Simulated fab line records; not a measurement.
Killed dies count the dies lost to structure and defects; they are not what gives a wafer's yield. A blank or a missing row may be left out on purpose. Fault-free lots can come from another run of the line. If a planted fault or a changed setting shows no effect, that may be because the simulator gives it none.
fab line records    flow n5-finfet    part 2 of 2: steps 21 to 35 of 35
record: lots: 5  wafers: 15  last-day: 17
route steps=1938 shown SD_EPI_P@295
lots that met no fault: from a run of the same line without faults
start-h: the number of hours between the record's first day and the start of the first shown wafer of the lot    wait-h: hours since the lot's step before    " identical to the entry in the row above    L1.1+2: a row that stands for several wafers    - no value, or no start was given    * or withheld: withheld    < > ~ a bound
route shown NAME@n: names a module that has steps shown in the file, with the first one's number in the route    usual: average and standard deviation across the fault-free wafers    same: alike in all rows    chamber/n: place in a boat    sites: each site's reading    _std_site: the standard deviation of these    _edge_site: inner sites' mean taken away from outer sites' mean    radius-mm: how far each site lies from the wafer's centre    mask NAME#n: copy n    behind: the last tool/chamber to shape the wafer    hold: cause of the lot's hold/its duration in hours/its outcome    device: transistor that didn't switch, given as n, p or np    end of line: the tests these same wafers got at the end of their route    step lacking rows: just its recipe    killed: the dies lost at the first sort to structure and to defects; this is not the yield of the wafer    map: shows each die of a wafer: x if killed, . if not, _ if none is there
set.NAME: the setting that was run; set.NAME@STEP: the one run at that earlier step    model.NAME: the simulator's own value behind a step, which no gauge read
lots seen at some steps along the route; tables by step, rows by wafer
services: a tool's chamber out of use, with start hour (start-h, from the record's first day; less than 0 if before it), hours out, and reason
== steps ==
step: N5_SD_EPI_P_WET_ETCH_45
recipe: chemistry: dHF  dilution: withheld  time-s: 10.7  target: SiO2  target-depth-a: 20  temp-c: 25  dry: ipa-marangoni  rinse-time-s: 30  rinse-temp-c: 23
lot.wafer   tool          chamber  start-h  wait-h
L075.3+4+5  wet-bench-03  0,6,7    62.98    0.1
L078.3+4+5  wet-bench-05  0,6,5    77.95    0.1
L087.1+3+6  wet-bench-03  7,0,1    135.19   0.1
L091.1+3+5  wet-bench-05  1,0,6    156.87   0.1
L093.1+5+6  wet-bench-05  3,1,2    168.80   0.1
step: N5_SD_EPI_P_STRIP_40
recipe: chemistry: N2/H2  power-w: 1000  temp-c: 250  h2-frac: 0.65  overash-fraction: 0.3  pressure-mtorr: withheld  n2-flow-sccm: 1750  h2-flow-sccm: 3250
usual: drypump-motor-current-A: 5.6/0.44  heater-power-w: 311/25  oes-product-au: 0.761/0.012
same: overash-fraction: 0.3
lot.wafer  tool             chamber  start-h  wait-h  drypump-motor-current-A  heater-power-w  oes-product-au  rf-hours-counter-h
L075.3     plasma-asher-01  1        63.05    0.0     6.3                      321             0.763           -
L075.4     "                0        "        "       5.6                      326             0.754           -
L075.5     "                0        "        "       5.6                      338             0.752           -
L078.3     plasma-asher-01  1        78.02    0.0     6.3                      310             0.750           -
L078.4     "                0        "        "       5.6                      330             0.763           -
L078.5     "                1        "        "       6.3                      319             0.752           -
L087.1     plasma-asher-02  1        135.34   0.1     5.1                      274             0.756           48
L087.3     "                0        "        "       5.4                      323             0.757           -
L087.6     "                0        "        "       5.4                      320             0.755           -
L091.1     plasma-asher-01  1        156.96   0.1     6.3                      307             0.750           102
L091.3     "                1        "        "       6.3                      305             0.756           -
L091.5     "                0        "        "       5.6                      331             0.761           -
L093.1     plasma-asher-02  0        168.85   0.0     5.4                      323             0.794           55
L093.5     "                0        "        "       5.4                      339             0.752           -
L093.6     "                1        "        "       5.1                      278             0.766           -
step: N5_SD_EPI_P_PRECLEAN_52
recipe: chemistry: O3/DIW  time-s: 60  temp-c: 22  o3-ppm: 10
lot.wafer   tool          chamber  start-h  wait-h
L075.3+4+5  wet-bench-05  4,3,5    63.11    -
L078.3+4+5  wet-bench-05  2,5,1    78.09    -
L087.1+3+6  wet-bench-06  4,3,2    135.43   -
L091.1+3+5  wet-bench-06  5,6,0    157.05   -
L093.1+5+6  wet-bench-03  3,1,4    168.94   -
step: N5_SD_EPI_P_SRD_20
recipe: dry: ipa-marangoni  do-ppb: 5  time-s: 30  temp-c: 23  rinse-liquid: diw
lot.wafer   tool          chamber  start-h  wait-h
L075.3+4+5  wet-bench-05  4,3,5    63.13    0.0
L078.3+4+5  wet-bench-05  2,5,1    78.11    0.0
L087.1+3+6  wet-bench-06  4,3,2    135.45   0.0
L091.1+3+5  wet-bench-06  5,6,0    157.07   0.0
L093.1+5+6  wet-bench-03  3,1,4    168.96   0.0
step: N5_SD_EPI_P_PRECLEAN_51
recipe: chemistry: NF3:NH3  afs-cycles: 1  temp-c: 30  time-s: 20  sublimation-temp-c: 180  sublimation-time-s: 60  pressure-torr: 3  rf-power-w: 30
lot.wafer   tool          chamber  start-h  wait-h
L075.3+4+5  epi-rpcvd-02  0        63.26    0.1
L078.3+4+5  epi-rpcvd-03  0        78.24    0.1
L087.1+3+6  epi-rpcvd-02  0        135.50   0.0
L091.1+3+5  epi-rpcvd-02  0        157.12   0.0
L093.1+5+6  epi-rpcvd-02  0        169.01   0.0
step: N5_SD_EPI_P_VAPOR_ETCH_44
recipe: chemistry: NF3/Ar  target: SiGe30  temp-c: 25  time-s: 3.3  mode: isotropic
lot.wafer   tool          chamber  start-h  wait-h
L075.3+4+5  epi-rpcvd-02  0        63.50    0.2
L078.3+4+5  epi-rpcvd-03  0        78.48    0.2
L087.1+3+6  epi-rpcvd-02  0        135.68   0.1
L091.1+3+5  epi-rpcvd-02  0        157.30   0.1
L093.1+5+6  epi-rpcvd-02  0        169.19   0.1
step: N5_SD_EPI_P_EPI_21
recipe: material: SiGe:B  dopant: B  temp-c: 550  pressure-torr: 20  ambient: H2  time-s: 355
same: epi-growth-time-s: 355
lot.wafer   tool          chamber  start-h  wait-h
L075.3+4+5  epi-rpcvd-02  0        64.62    1.1
L078.3+4+5  epi-rpcvd-03  0        79.60    1.1
L087.1+3+6  epi-rpcvd-02  0        135.86   0.1
L091.1+3+5  epi-rpcvd-02  0        157.48   0.1
L093.1+5+6  epi-rpcvd-02  0        169.37   0.1
step: N5_SD_EPI_P_EPI_MEAS_23
recipe: mode: xrd
usual: thk-nm: 61.1/1.2
lot.wafer  tool           chamber  start-h  wait-h  thk-nm
L075.3     film-metro-01  -        66.59    1.5     63.2
L075.4     "              -        "        "       61.8
L075.5     "              -        "        "       62.1
L078.3     film-metro-01  -        81.56    1.5     59.6
L078.4     "              -        "        "       58.8
L078.5     "              -        "        "       62.1
L087.1     film-metro-01  -        138.05   1.8     58.9
L087.3     "              -        "        "       60.9
L087.6     "              -        "        "       61.7
L091.1     film-metro-02  -        159.67   1.8     62.0
L091.3     "              -        "        "       61.1
L091.5     "              -        "        "       62.6
L093.1     film-metro-01  -        171.56   1.8     60.1
L093.5     "              -        "        "       61.2
L093.6     "              -        "        "       60.8
step: N5_SD_EPI_P_HM_STRIP_48
recipe: chemistry: H3PO4  temp-c: 160  material: SiNx  target: SiNx  target-depth-a: 30  overetch-fraction: 0.3
lot.wafer   tool          chamber  start-h  wait-h
L075.3+4+5  wet-bench-03  3,4,6    66.62    0.0
L078.3+4+5  wet-bench-03  0,1,5    81.60    0.0
L087.1+3+6  wet-bench-03  7,0,5    138.09   0.0
L091.1+3+5  wet-bench-03  5,1,6    159.71   0.0
L093.1+5+6  wet-bench-06  6,5,4    171.60   0.0
step: N5_SD_EPI_P_SRD_49
recipe: dry: ipa-marangoni  time-s: 30  temp-c: 23  rinse-liquid: diw
lot.wafer   tool          chamber  start-h  wait-h
L075.3+4+5  wet-bench-03  3,4,6    66.67    0.0
L078.3+4+5  wet-bench-03  0,1,5    81.65    0.0
L087.1+3+6  wet-bench-03  7,0,5    138.14   0.0
L091.1+3+5  wet-bench-03  5,1,6    159.76   0.0
L093.1+5+6  wet-bench-06  6,5,4    171.65   0.0
step: N5_SD_EPI_P_PRECLEAN_24
recipe: chemistry: O3/DIW  time-s: 45  temp-c: 22  o3-ppm: 10
lot.wafer   tool          chamber  start-h  wait-h
L075.3+4+5  wet-bench-03  3,4,6    66.69    0.0
L078.3+4+5  wet-bench-03  0,1,5    81.67    0.0
L087.1+3+6  wet-bench-03  7,0,5    138.16   0.0
L091.1+3+5  wet-bench-03  5,1,6    159.78   0.0
L093.1+5+6  wet-bench-06  6,5,4    171.67   0.0
step: N5_SD_EPI_P_PRECLEAN_32
recipe: chemistry: dHF  time-s: 10  dilution: 500:1  temp-c: 25
lot.wafer   tool          chamber  start-h  wait-h
L075.3+4+5  wet-bench-03  3,4,6    66.70    0.0
L078.3+4+5  wet-bench-03  0,1,5    81.68    0.0
L087.1+3+6  wet-bench-03  7,0,5    138.17   0.0
L091.1+3+5  wet-bench-03  5,1,6    159.79   0.0
L093.1+5+6  wet-bench-06  6,5,4    171.68   0.0
step: N5_SD_EPI_P_PRECLEAN_33
recipe: chemistry: SC2  time-s: 45  temp-c: 35  mix: 1:1:50
lot.wafer   tool          chamber  start-h  wait-h
L075.3+4+5  wet-bench-03  3,4,6    66.70    0.0
L078.3+4+5  wet-bench-03  0,1,5    81.68    0.0
L087.1+3+6  wet-bench-03  7,0,5    138.18   0.0
L091.1+3+5  wet-bench-03  5,1,6    159.79   0.0
L093.1+5+6  wet-bench-06  6,5,4    171.69   0.0
step: N5_SD_EPI_P_SRD_25
recipe: time-s: 30  temp-c: 23  rinse-liquid: diw  dry: ipa-marangoni
lot.wafer   tool          chamber  start-h  wait-h
L075.3+4+5  wet-bench-03  3,4,6    66.72    0.0
L078.3+4+5  wet-bench-03  0,1,5    81.69    0.0
L087.1+3+6  wet-bench-03  7,0,5    138.19   0.0
L091.1+3+5  wet-bench-03  5,1,6    159.80   0.0
L093.1+5+6  wet-bench-06  6,5,4    171.70   0.0
step: N5_SD_EPI_P_INSPECT_26
recipe: inspect-instrument: darkfield  mode: post-epi
usual: raw-defect-count: 185/38
lot.wafer  tool               chamber  start-h  wait-h  raw-defect-count
L075.3     defect-inspect-01  -        66.76    0.0     213
L075.4     "                  -        "        "       219
L075.5     "                  -        "        "       193
L078.3     defect-inspect-02  -        81.73    0.0     180
L078.4     "                  -        "        "       146
L078.5     "                  -        "        "       121
L087.1     defect-inspect-02  -        138.23   0.0     178
L087.3     "                  -        "        "       167
L087.6     "                  -        "        "       190
L091.1     defect-inspect-02  -        159.84   0.0     156
L091.3     "                  -        "        "       121
L091.5     "                  -        "        "       219
L093.1     defect-inspect-02  -        171.74   0.0     172
L093.5     "                  -        "        "       235
L093.6     "                  -        "        "       158
== services ==
tool             chamber  start-h  hours  kind
arfi-scanner-02  -        41.15    1.0    pm
arfi-scanner-02  -        44.26    1.3    pm
rie-diel-02      1        53.32    16.7   repair
rie-si-06        0        54.56    4.0    repair
plasma-asher-02  -        54.82    2.8    pm
rie-diel-03      3        64.95    12.8   repair
rie-diel-03      1        65.00    11.8   repair
rie-si-04        3        80.55    14.1   repair
arfi-scanner-01  -        80.63    0.9    repair
arfi-scanner-01  -        104.27   1.0    pm
arfi-scanner-02  -        109.41   0.8    pm
arfi-scanner-01  -        114.10   3.9    pm
arfi-scanner-01  -        118.64   2.5    repair
plasma-asher-01  -        132.64   4.5    repair
rie-diel-03      3        133.54   12.3   repair
arfi-scanner-01  -        135.04   0.8    pm
epi-rpcvd-02     -        138.02   8.1    pm
rie-diel-02      2        139.95   -      clean
rie-diel-02      2        139.95   -      consumable-replace:focus-ring
rie-diel-02      2        139.95   34.7   scheduled-down
arfi-scanner-01  -        142.74   3.0    pm
rie-diel-03      2        143.43   10.1   repair
arfi-scanner-01  -        159.79   1.3    pm
arfi-scanner-02  -        169.76   1.3    pm
